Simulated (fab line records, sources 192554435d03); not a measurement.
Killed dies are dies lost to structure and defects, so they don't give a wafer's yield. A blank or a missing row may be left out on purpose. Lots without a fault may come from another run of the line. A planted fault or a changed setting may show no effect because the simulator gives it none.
Chamber matching | flow n5_finfet | N5_BEOL_M5_STRIP_36 on rie_diel-03: 4 sister chambers
The step strips in N2/H2. 4 wafers are shown with their chamber, then 8 later ones without.

WAFERS WITH THEIR CHAMBER
wafer  | chamber | throttle_valve_pct (%)
L085.6 | 0       | 24.2
L091.3 | 2       | 23.5
L091.4 | 1       | 23.8
L093.1 | 3       | 23.5

WAFERS WITHOUT THEIR CHAMBER
wafer  | throttle_valve_pct (%)
L093.4 | 23.5
L093.6 | 24.2
L090.2 | 23.5
L090.3 | 24.2
L090.5 | 23.5
L096.2 | 23.5
L096.3 | 24.1
L096.5 | 24.2

WHICH CHAMBER EACH WENT THROUGH
wafer  | from the rows above     | in truth
L093.4 | can't be placed: 2 or 3 | 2
L093.6 | 0                       | 0
L090.2 | can't be placed: 2 or 3 | 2
L090.3 | 0                       | 0
L090.5 | can't be placed: 2 or 3 | 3
L096.2 | can't be placed: 2 or 3 | 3
L096.3 | 0                       | 0
L096.5 | 0                       | 0
Placed correctly: 4 of 8. Can't be placed from these rows: 4 (the true chamber is among the candidates in 4). Placed wrongly: 0.
How it was worked out, from the rows above alone: a wafer's distance from a chamber is the root of the sum, over the readings, of the square of ((its reading less the chamber's mean) divided by the reading's scatter). The wafer belongs to the nearest chamber; if the next one is less than 2 further off, it can't be placed. A chamber's mean is the mean of its shown wafers. The scatter: with one shown wafer a chamber, the root of the mean of the squares of how far each hidden wafer lies from its nearest shown one.
